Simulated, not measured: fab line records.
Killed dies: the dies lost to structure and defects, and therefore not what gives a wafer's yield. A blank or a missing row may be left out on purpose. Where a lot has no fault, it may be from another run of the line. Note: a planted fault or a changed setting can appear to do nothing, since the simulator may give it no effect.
Split-lot trial ; flow n5_finfet ; route with 1938 steps; 7 lots, 21 wafers read

## THE SPLIT
At N5_BEOL_M15_TRENCH_ETCH_34 (etches SiO2 in C4F8/O2/Ar, target depth 872.93 nm, time 199 s), the setting bias_w was moved away from the recipe's 2040 W on 7 of the 21 wafers read, by -16.2% to +15.4%. The other wafers ran this setting at the recipe's value.

## FROM THE SPLIT TO THE READING: what the file shows between them, 3 steps
- N5_BEOL_M15_STRIP_36: strips in O2
- N5_BEOL_M15_ANNEAL_48: time 90 s
- N5_BEOL_M15_CMP_49: polishes, stops on SiO2, t overpolish 4.9 s, target thk 850 nm

## THE READING
M15_THK, in nm, at N5_BEOL_M15_THK_MEAS_50 (measures by xrf). Typical for fault-free wafers on this fab line: 839 nm, with standard deviation 17 nm.

wafer;tool, chamber at the split;bias_w as run, W;against the recipe;M15_THK, nm;against lot-mates on the recipe
L075.1;rie_diel-04, 0;2040;recipe;834;-
L075.3;rie_diel-04, 3;2040;recipe;852;-
L075.5;rie_diel-04, 1;2176;+6.7%;860;+17
L078.3;rie_diel-05, 0;2040;recipe;808;-
L078.4;rie_diel-05, 1;2040;recipe;820;-
L078.6;rie_diel-05, 0;2040;recipe;799;-
L083.4;rie_diel-05, 2;2040;recipe;843;-
L083.5;rie_diel-05, 1;2040;recipe;828;-
L083.6;rie_diel-05, 0;2040;recipe;817;-
L082.1;rie_diel-01, 1;2040;recipe;831;-
L082.3;rie_diel-01, 0;1710;-16.2%;781;-50
L082.5;rie_diel-01, 0;1710;-16.2%;784;-47
L084.1;rie_diel-04, 1;2354;+15.4%;885;+31
L084.4;rie_diel-04, 0;2354;+15.4%;890;+36
L084.5;rie_diel-04, 3;2040;recipe;854;-
L087.1;rie_diel-04, 3;1721;-15.6%;826;-24
L087.2;rie_diel-04, 2;2040;recipe;855;-
L087.4;rie_diel-04, 1;2040;recipe;845;-
L093.1;rie_diel-05, 2;2040;recipe;849;-
L093.4;rie_diel-05, 3;2234;+9.5%;890;+31
L093.5;rie_diel-05, 3;2040;recipe;869;-

FIT RESULTS
A straight line over all 21 wafers: M15_THK changes by +3.01 nm for each +1% of bias_w; r = +0.80; the points scatter about the line by 19 nm.
The same after taking each lot's own level away (the mean of its wafers on the recipe; 21 wafers): +2.46 nm for each +1%; r = +0.92; scatter 8.7 nm.
According to that fit, moving bias_w by its largest amount changes the reading by 40 nm.
Measured against the standard deviation above, the lots' own levels, which go from 809.0 to 859.0 nm, span 2.9 times it.
So the lot-to-lot level blurs the effect unless lot-mates are compared.
Check: with one of the wafers moved furthest among these (-16.2%) left out of the fit, the line predicts -36.8 nm for it against its lot-mates. Against them it came out at -50 nm.
Tool readings at the split's step, against how far the setting was moved: rf_vpp_V r = +0.95.

## FURTHER SPLITS ON THESE WAFERS
These wafers also went through other splits before the reading. Each is held against what the fit with the lots' levels taken away leaves over:
other split on the same wafers;wafers away from the commonest value;r with M15_THK (lot level and that fit taken away)
N5_BEOL_M14_ILD_DEP_00 time_s;8;-0.19
N5_BEOL_M15_EXPOSE_25 dose_mj;9;+0.32

## THE WHOLE CHAIN: every reading that the file lists as answering this split, in the file's order
step;what it does;reading;change (the file's fit);r (the file's)
N5_BEOL_M15_TRENCH_ETCH_34;etches SiO2 in C4F8/O2/Ar, target depth 872.93 nm, time 199 s;rf_vpp_V;+13.5 V for each +1% of the setting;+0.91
N5_BEOL_M15_THK_MEAS_50;measures by xrf;M15_THK;+2.37 for each +1% of the setting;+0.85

## FILE'S OWN FIT
M15_THK changes by +2.37 nm for each +1% of bias_w, r = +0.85.
